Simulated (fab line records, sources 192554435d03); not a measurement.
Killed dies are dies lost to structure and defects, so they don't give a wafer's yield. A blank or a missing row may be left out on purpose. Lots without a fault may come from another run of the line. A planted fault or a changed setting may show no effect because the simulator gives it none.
Chamber matching | flow n5_finfet | N5_BEOL_M8_CURE_75 on uv_cure-01: 3 sister chambers
The step cures SiCOH lowk, time 120 s. 14 wafers are shown with their chamber, then 7 later ones without.

WAFERS WITH THEIR CHAMBER
wafer  | chamber | wafer_temp_C_max | lamp_power_pct (%)
L076.1 | 0       | 372.4            | 52.38
L076.2 | 0       | 371.9            | 52.30
L076.3 | 0       | 371.5            | 52.36
L075.2 | 0       | 372.8            | 52.31
L075.5 | 0       | 372.2            | 52.26
L075.6 | 0       | 371.8            | 52.29
L090.2 | 2       | 372.5            | 52.33
L090.3 | 2       | 372.0            | 52.33
L090.6 | 2       | 372.8            | 52.28
L092.1 | 1       | 371.8            | 52.22
L092.3 | 1       | 371.9            | 52.38
L092.6 | 1       | 372.2            | 52.29
L096.1 | 1       | 372.0            | 52.28
L096.3 | 1       | 371.9            | 52.35

SIGNATURES (means of the wafers above)
reading          | chamber 0 | chamber 1 | chamber 2 | scatter within a chamber
wafer_temp_C_max | 372.100   | 371.960   | 372.433   | 0.369
lamp_power_pct   | 52.3167   | 52.3040   | 52.3133   | 0.05
Rule: a wafer's distance from a chamber is the root of the sum, over the readings, of the square of ((its reading less the chamber's mean) divided by the reading's scatter). The wafer belongs to the nearest chamber; if the next one is less than 2 further off, it can't be placed. The scatter: the root of (the sum of the squares of (reading less its chamber's mean) over the shown wafers, divided by (wafers less chambers)).

WAFERS WITHOUT THEIR CHAMBER
wafer  | wafer_temp_C_max | lamp_power_pct (%)
L096.4 | 372.3            | 52.43
L097.1 | 371.7            | 52.30
L097.2 | 372.0            | 52.35
L097.5 | 372.3            | 52.37
L097.3 | 371.7            | 52.38
L097.4 | 372.0            | 52.38
L097.6 | 371.4            | 52.23

WHICH CHAMBER EACH WENT THROUGH
wafer  | from the rows above          | in truth
L096.4 | can't be placed: 0 or 2 or 1 | 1
L097.1 | can't be placed: 1 or 0 or 2 | 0
L097.2 | can't be placed: 0 or 1 or 2 | 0
L097.5 | can't be placed: 2 or 0 or 1 | 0
L097.3 | can't be placed: 0 or 1 or 2 | 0
L097.4 | can't be placed: 0 or 1 or 2 | 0
L097.6 | can't be placed: 1 or 0 or 2 | 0
Placed correctly: 0 of 7. Can't be placed from these rows: 7 (the true chamber is among the candidates in 7). Placed wrongly: 0.
